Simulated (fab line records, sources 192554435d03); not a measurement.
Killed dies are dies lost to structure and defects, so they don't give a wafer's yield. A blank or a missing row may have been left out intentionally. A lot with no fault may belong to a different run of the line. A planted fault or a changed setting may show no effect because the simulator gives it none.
fab line records	flow n5_finfet	part 2 of 2: steps 4 to 6 of 6
record: lots: 21	wafers: 63	last_day: 17
route steps=1938 shown BEOL_M0_SAQP@677 BEOL_M0_CUTY@712 BEOL_M0@748
lots that met no fault: from a run of the same line without faults
start_h: the number of hours between the record's first day and the start of the first shown wafer of the lot	wait_h: hours from the lot's prior step to this one	" repeats the value in the row above	L1.1+2: a single row standing in for several wafers	- no value present, or no start provided	* or withheld: withheld	< > ~ a bound
route shown NAME@n: a module of which the file shows steps, and the number in the route of the first	usual: mean/standard deviation of fault-free wafers	same: alike in all rows	chamber/n: place in a boat	sites: per-site readings	_std_site: the values' standard deviation	_edge_site: mean of outer sites minus mean of inner sites	radius_mm: for every site, how far away it sits from the centre of the wafer	mask NAME#n: copy n	behind: the tool/chamber that last shaped the wafer	hold: why the lot went on hold/how many hours it stayed there/how the hold came to an end	device: the n, p or np transistor that did not switch	end of line: tests of these same wafers at the route's end	where a step has no rows: the recipe by itself	killed: at the first sort, the dies lost to defects and structure; wafer yield is something else	map: dies across one wafer; x = killed, . = not, _ = none there
set.NAME: setting as actually run; set.NAME@STEP: the setting as run at that earlier step	model.NAME: the simulator's own value behind a step, which no gauge read
steps of the route over a sample of lots; a table a step, a row a wafer
services: the hour from which a tool's chamber was out of use, counted from the record's first day as start_h (under 0 if before that day), plus the number of hours and why
== steps ==
step: N5_BEOL_M0_CUTY_ETCH_62
recipe: chemistry: CF4	target: SiARC	mask_material: CAR-ArF-block	time_s: 58.5	ion_energy_ev: 80	pressure_mtorr: 40	source_w: 545	bias_w: 36	Ar_flow_sccm: 100	cf4_flow_sccm: 100	ends: cleared
usual: drypump_motor_current_A: 5.60/0.29	etch_rf_on_time_s: 58.9/1.8	oes_product_au: 0.68/0.071	rf_fwd_power_W: 538.6/2.1	rf_vpp_V: 183.7/0.99	showerhead_plenum_p_Torr: 2.11/0.053	throttle_valve_pct: 15.63/0.24
lot.wafer	tool	chamber	start_h	wait_h	drypump_motor_current_A	etch_rf_on_time_s	oes_product_au	rf_fwd_power_W	rf_hours_counter_h	rf_vpp_V	showerhead_plenum_p_Torr	throttle_valve_pct
L074.3	rie_diel-06	0	117.97	0.0	6.01	62.3	0.77	538.1	16	185.3	2.09	15.27
L074.4	"	2	"	"	5.53	57.1	0.76	539.5	56	184.7	2.18	15.46
L074.5	"	0	"	"	6.07	62.5	0.76	536.3	-	183.9	2.09	15.28
L075.1	rie_diel-02	0	123.22	0.0	5.67	60.1	0.62	536.5	192	182.1	2.05	15.82
L075.2	"	2	"	"	5.68	57.6	0.62	540.6	190	183.8	2.12	15.79
L075.3	"	1	"	"	5.24	59.6	0.66	538.6	107	183.6	2.08	16.02
L076.2	rie_diel-06	1	126.67	0.0	5.42	57.3	0.80	535.0	18	185.1	2.18	15.40
L076.3	"	2	"	"	5.54	56.9	0.75	540.8	59	183.0	2.18	15.49
L076.6	"	3	"	"	5.92	60.0	0.59	541.4	-	183.1	2.04	15.87
L078.1	rie_diel-02	0	136.28	0.0	5.69	59.8	0.62	534.3	198	182.8	2.04	15.82
L078.5	"	1	"	"	5.23	59.2	0.66	538.2	-	183.7	2.08	16.00
L078.6	"	0	"	"	5.70	60.1	0.62	533.9	-	182.5	2.04	15.85
L079.3	rie_diel-06	2	143.13	0.0	5.52	56.9	0.75	543.1	64	185.2	2.18	15.51
L079.4	"	3	"	"	5.94	58.3	0.60	538.5	208	182.5	2.04	15.87
L079.5	"	0	"	"	6.01	62.2	0.74	537.2	-	182.9	2.09	15.29
L080.2	rie_diel-03	1	146.54	0.0	5.21	60.0	0.69	539.6	101	182.1	2.07	15.45
L080.4	"	3	"	"	5.92	61.0	0.63	540.8	153	184.4	2.12	15.47
L080.6	"	0	"	"	5.10	57.9	0.60	539.1	-	184.5	2.21	15.59
L081.2	rie_diel-06	0	152.31	0.0	6.02	61.3	0.74	536.9	27	183.9	2.08	15.30
L081.3	"	2	"	"	5.52	56.2	0.74	539.9	68	185.7	2.18	15.51
L081.4	"	3	"	"	5.93	57.8	0.60	538.9	209	183.3	2.04	15.88
L082.2	rie_diel-06	2	164.46	0.0	5.54	57.3	0.74	540.5	73	184.2	2.18	15.53
L082.3	"	1	"	"	5.41	57.3	0.77	535.2	33	184.6	2.18	15.44
L082.6	"	3	"	"	5.93	59.0	0.60	539.6	-	183.3	2.04	15.88
L085.2	rie_diel-03	0	178.39	0.0	5.11	57.6	0.59	537.7	237	186.0	2.20	15.61
L085.3	"	1	"	"	5.21	59.8	0.68	536.5	111	182.3	2.06	15.48
L085.6	"	0	"	"	5.11	57.7	0.60	537.7	-	183.9	2.20	15.62
L086.1	rie_diel-06	2	193.79	0.0	5.54	55.2	0.74	541.4	78	182.2	2.17	15.53
L086.3	"	3	"	"	5.90	58.4	0.60	541.8	220	183.2	2.04	15.88
L086.4	"	1	"	"	5.40	56.8	0.77	538.0	38	184.9	2.18	15.45
L087.1	rie_diel-06	2	197.11	0.0	5.53	55.7	0.74	542.5	79	184.5	2.17	15.55
L087.2	"	0	"	"	6.06	61.6	0.73	537.7	40	183.6	2.08	15.34
L087.3	"	1	"	"	5.43	57.6	0.77	536.6	39	185.3	2.17	15.44
L088.1	rie_diel-02	1	199.93	0.0	5.21	59.2	0.64	540.8	140	183.5	2.07	16.06
L088.4	"	0	"	"	5.69	61.2	0.60	536.0	220	184.1	2.04	15.89
L088.5	"	0	"	"	5.67	60.7	0.60	536.7	-	182.4	2.04	15.88
L089.2	rie_diel-03	0	208.07	0.0	5.10	56.5	0.59	540.1	250	184.9	2.20	15.65
L089.5	"	2	"	"	5.72	60.4	0.73	538.5	-	184.7	2.18	15.47
L089.6	"	1	"	"	5.22	59.3	0.67	536.4	-	184.6	2.06	15.51
L090.2	rie_diel-02	2	213.34	0.0	5.70	57.5	0.60	537.4	228	183.8	2.11	15.86
L090.3	"	1	"	"	5.24	59.0	0.64	539.4	143	182.7	2.07	16.06
L090.5	"	3	"	"	5.73	57.3	0.79	539.8	-	184.2	2.10	15.42
L091.1	rie_diel-06	1	217.02	0.0	5.39	57.5	0.76	535.5	46	184.1	2.17	15.45
L091.3	"	3	"	"	5.92	58.9	0.60	539.5	227	182.7	2.03	15.90
L091.5	"	2	"	"	5.53	56.1	0.73	541.5	-	184.6	2.17	15.54
L092.2	rie_diel-03	1	225.12	0.0	5.21	59.8	0.67	539.4	132	182.0	2.06	15.51
L092.4	"	2	"	"	5.71	60.9	0.72	539.5	-	184.8	2.18	15.49
L092.5	"	1	"	"	5.21	59.4	0.67	537.5	-	182.8	2.06	15.51
L093.3	rie_diel-06	3	229.08	0.0	5.91	59.7	0.58	536.7	232	182.5	2.03	15.93
L093.5	"	1	"	"	5.40	58.0	0.75	533.3	-	183.4	2.17	15.47
L093.6	"	0	"	"	6.02	62.0	0.72	538.4	-	183.2	2.08	15.36
L094.2	rie_diel-03	1	231.27	0.0	5.21	59.8	0.66	539.2	136	183.0	2.05	15.53
L094.4	"	3	"	"	5.91	61.3	0.60	540.4	-	185.4	2.11	15.54
L094.6	"	1	"	"	5.20	59.6	0.66	540.7	-	183.8	2.05	15.51
L095.1	rie_diel-03	2	242.59	0.0	5.71	61.6	0.72	540.1	69	184.3	2.18	15.48
L095.2	"	1	"	"	5.21	59.6	0.66	540.8	141	181.6	2.05	15.53
L095.4	"	0	"	"	5.13	57.0	0.83	541.4	-	185.5	2.20	15.13
L096.1	rie_diel-02	3	247.70	0.0	5.75	57.3	0.76	542.4	35	182.8	2.09	15.47
L096.5	"	2	"	"	5.66	57.7	0.60	541.9	-	183.0	2.10	15.88
L096.6	"	1	"	"	5.20	58.8	0.63	541.9	-	183.3	2.07	16.10
L097.2	rie_diel-02	2	250.10	0.0	5.69	57.2	0.60	537.2	241	183.9	2.10	15.88
L097.5	"	2	"	"	5.68	57.2	0.60	540.3	-	183.0	2.10	15.89
L097.6	"	3	"	"	5.74	57.2	0.76	540.3	-	183.2	2.09	15.45
step: N5_BEOL_M0_DEP_125
recipe: material: SiCN	target_thk_a: 80	temp_c: withheld	precursor: 3MS/NH3	pressure_torr: 3	rf_w: 202	time_s: 14
usual: rf_fwd_power_W: 199.5/0.94	showerhead_plenum_p_Torr: 3.668/0.011	throttle_valve_pct: 9.1/0.49
same: time_s: 14
lot.wafer	tool	chamber	start_h	wait_h	rf_fwd_power_W	showerhead_plenum_p_Torr	throttle_valve_pct
L074.3	pecvd-04	1	122.18	0.0	198.2	3.673	9.2
L074.4	"	0	"	"	200.9	3.672	9.2
L074.5	"	1	"	"	198.7	3.673	9.5
L075.1	pecvd-04	1	126.56	0.0	197.6	3.673	9.5
L075.2	"	2	"	"	199.9	3.669	8.5
L075.3	"	0	"	"	200.3	3.670	9.0
L076.2	pecvd-03	2	133.42	0.0	199.3	3.664	9.5
L076.3	"	1	"	"	200.6	3.679	10.0
L076.6	"	0	"	"	199.0	3.658	8.7
L078.1	pecvd-03	1	142.56	0.0	199.7	3.671	9.8
L078.5	"	1	"	"	200.6	3.681	9.9
L078.6	"	2	"	"	199.8	3.668	9.3
L079.3	pecvd-02	2	148.26	0.0	200.5	3.641	8.3
L079.4	"	1	"	"	198.4	3.645	9.6
L079.5	"	2	"	"	200.4	3.644	8.3
L080.2	pecvd-02	1	151.80	0.0	198.2	3.656	9.7
L080.4	"	1	"	"	198.8	3.646	9.7
L080.6	"	2	"	"	200.6	3.646	8.6
L081.2	pecvd-04	1	158.80	0.0	199.0	3.674	9.5
L081.3	"	2	"	"	200.5	3.680	8.5
L081.4	"	1	"	"	198.9	3.674	9.4
L082.2	pecvd-04	1	177.71	0.0	198.0	3.684	9.3
L082.3	"	2	"	"	200.0	3.678	8.3
L082.6	"	1	"	"	197.9	3.676	9.5
L085.2	pecvd-03	2	186.32	0.0	198.8	3.671	9.3
L085.3	"	1	"	"	199.2	3.677	9.9
L085.6	"	0	"	"	199.6	3.663	9.2
L086.1	pecvd-03	2	199.46	0.0	199.2	3.661	9.1
L086.3	"	0	"	"	199.1	3.663	9.1
L086.4	"	0	"	"	199.7	3.663	8.9
L087.1	pecvd-03	2	202.22	0.0	199.5	3.670	9.3
L087.2	"	1	"	"	199.6	3.684	10.0
L087.3	"	0	"	"	199.1	3.666	9.1
L088.1	pecvd-02	1	203.38	0.0	198.9	3.654	9.7
L088.4	"	0	"	"	199.2	3.659	9.2
L088.5	"	1	"	"	198.0	3.659	9.6
L089.2	pecvd-02	1	211.62	0.0	198.3	3.651	9.6
L089.5	"	0	"	"	200.4	3.667	9.1
L089.6	"	1	"	"	197.2	3.656	9.8
L090.2	pecvd-04	0	218.77	0.0	200.9	3.675	8.8
L090.3	"	1	"	"	199.3	3.673	9.4
L090.5	"	1	"	"	198.9	3.685	9.5
L091.1	pecvd-04	1	221.90	0.0	197.9	3.672	9.3
L091.3	"	2	"	"	199.8	3.671	8.6
L091.5	"	0	"	"	200.7	3.677	8.9
L092.2	pecvd-02	1	231.22	0.0	197.6	3.657	9.9
L092.4	"	0	"	"	199.4	3.652	9.3
L092.5	"	1	"	"	198.8	3.656	9.7
L093.3	pecvd-03	2	233.55	0.0	199.3	3.669	8.4
L093.5	"	1	"	"	199.3	3.688	9.9
L093.6	"	2	"	"	199.5	3.663	8.4
L094.2	pecvd-04	2	240.78	0.0	200.1	3.672	8.3
L094.4	"	2	"	"	200.0	3.670	8.5
L094.6	"	0	"	"	200.5	3.675	8.9
L095.1	pecvd-03	1	247.67	0.0	199.5	3.681	10.1
L095.2	"	2	"	"	200.6	3.659	8.5
L095.4	"	2	"	"	200.2	3.666	8.4
L096.1	pecvd-04	1	251.29	0.0	198.4	3.672	9.3
L096.5	"	0	"	"	201.1	3.660	9.0
L096.6	"	2	"	"	199.6	3.680	8.6
L097.2	pecvd-04	0	256.70	0.0	199.7	3.680	9.1
L097.5	"	2	"	"	199.7	3.685	8.9
L097.6	"	0	"	"	200.2	3.668	9.3
step: N5_BEOL_M0_RS_MEAS_126
recipe: thk_meas_gauge: four-point-probe	reads: Co_of_BEOL_M0_CO_CAP_123+Cu_of_BEOL_M0_ECD_118+Co_of_BEOL_M0_CVD_115+TaN_of_BEOL_M0_ALD_136
usual: M0_RS: 0.530/0.025
lot.wafer	tool	chamber	start_h	wait_h	M0_RS[ohm/sq]
L074.3	film_metro-02	-	122.25	0.1	0.541
L074.4	"	-	"	"	0.549
L074.5	"	-	"	"	0.514
L075.1	film_metro-02	-	126.62	0.0	0.504
L075.2	"	-	"	"	0.523
L075.3	"	-	"	"	0.547
L076.2	film_metro-02	-	133.49	0.1	0.507
L076.3	"	-	"	"	0.505
L076.6	"	-	"	"	0.487
L078.1	film_metro-02	-	142.62	0.0	0.511
L078.5	"	-	"	"	0.519
L078.6	"	-	"	"	0.498
L079.3	film_metro-01	-	148.33	0.1	0.548
L079.4	"	-	"	"	0.498
L079.5	"	-	"	"	0.519
L080.2	film_metro-01	-	151.87	0.1	0.553
L080.4	"	-	"	"	0.543
L080.6	"	-	"	"	0.530
L081.2	film_metro-02	-	158.87	0.1	0.565
L081.3	"	-	"	"	0.520
L081.4	"	-	"	"	0.527
L082.2	film_metro-02	-	177.77	0.1	0.562
L082.3	"	-	"	"	0.578
L082.6	"	-	"	"	0.516
L085.2	film_metro-02	-	186.39	0.1	0.537
L085.3	"	-	"	"	0.539
L085.6	"	-	"	"	0.523
L086.1	film_metro-01	-	199.53	0.0	0.509
L086.3	"	-	"	"	0.540
L086.4	"	-	"	"	0.539
L087.1	film_metro-01	-	202.29	0.0	0.541
L087.2	"	-	"	"	0.559
L087.3	"	-	"	"	0.559
L088.1	film_metro-01	-	203.44	0.0	0.543
L088.4	"	-	"	"	0.485
L088.5	"	-	"	"	0.489
L089.2	film_metro-01	-	211.69	0.1	0.517
L089.5	"	-	"	"	0.514
L089.6	"	-	"	"	0.525
L090.2	film_metro-02	-	218.84	0.1	0.547
L090.3	"	-	"	"	0.551
L090.5	"	-	"	"	0.593
L091.1	film_metro-01	-	221.97	0.0	0.605
L091.3	"	-	"	"	0.581
L091.5	"	-	"	"	0.557
L092.2	film_metro-02	-	231.29	0.1	0.526
L092.4	"	-	"	"	0.503
L092.5	"	-	"	"	0.515
L093.3	film_metro-01	-	233.62	0.1	0.500
L093.5	"	-	"	"	0.522
L093.6	"	-	"	"	0.527
L094.2	film_metro-02	-	240.84	0.1	0.532
L094.4	"	-	"	"	0.478
L094.6	"	-	"	"	0.523
L095.1	film_metro-02	-	247.74	0.0	0.511
L095.2	"	-	"	"	0.541
L095.4	"	-	"	"	0.544
L096.1	film_metro-01	-	251.36	0.0	0.534
L096.5	"	-	"	"	0.562
L096.6	"	-	"	"	0.525
L097.2	film_metro-02	-	256.77	0.1	0.553
L097.5	"	-	"	"	0.531
L097.6	"	-	"	"	0.500
== services ==
tool	chamber	start_h	hours	kind
rie_diel-01	-	100.88	0.9	repair
rie_si-05	0	104.16	2.8	repair
rie_diel-02	1	112.26	2.7	repair
rie_si-05	3	127.23	6.0	repair
rie_diel-04	0	135.51	2.6	repair
rie_diel-04	2	137.67	9.0	repair
rie_diel-06	3	143.16	8.3	repair
pecvd-04	-	148.13	1.1	repair
rie_diel-05	3	154.00	3.5	repair
rie_diel-04	-	156.29	1.1	repair
pecvd-03	-	169.69	2.8	pm
rie_diel-04	1	173.36	6.0	repair
rie_diel-06	-	174.34	14.6	pm
pecvd-04	-	175.90	0.9	repair
rie_diel-02	-	198.01	0.6	repair
rie_diel-05	-	200.69	1.2	repair
rie_diel-02	1	204.08	6.8	repair
rie_diel-04	3	204.29	12.3	repair
rie_diel-02	-	223.96	2.3	repair
rie_diel-03	2	228.06	8.4	repair
rie_diel-05	0	231.27	1.3	repair
rie_diel-06	2	235.93	8.0	repair
rie_diel-02	0	246.25	4.4	repair
rie_diel-06	3	253.06	2.6	repair
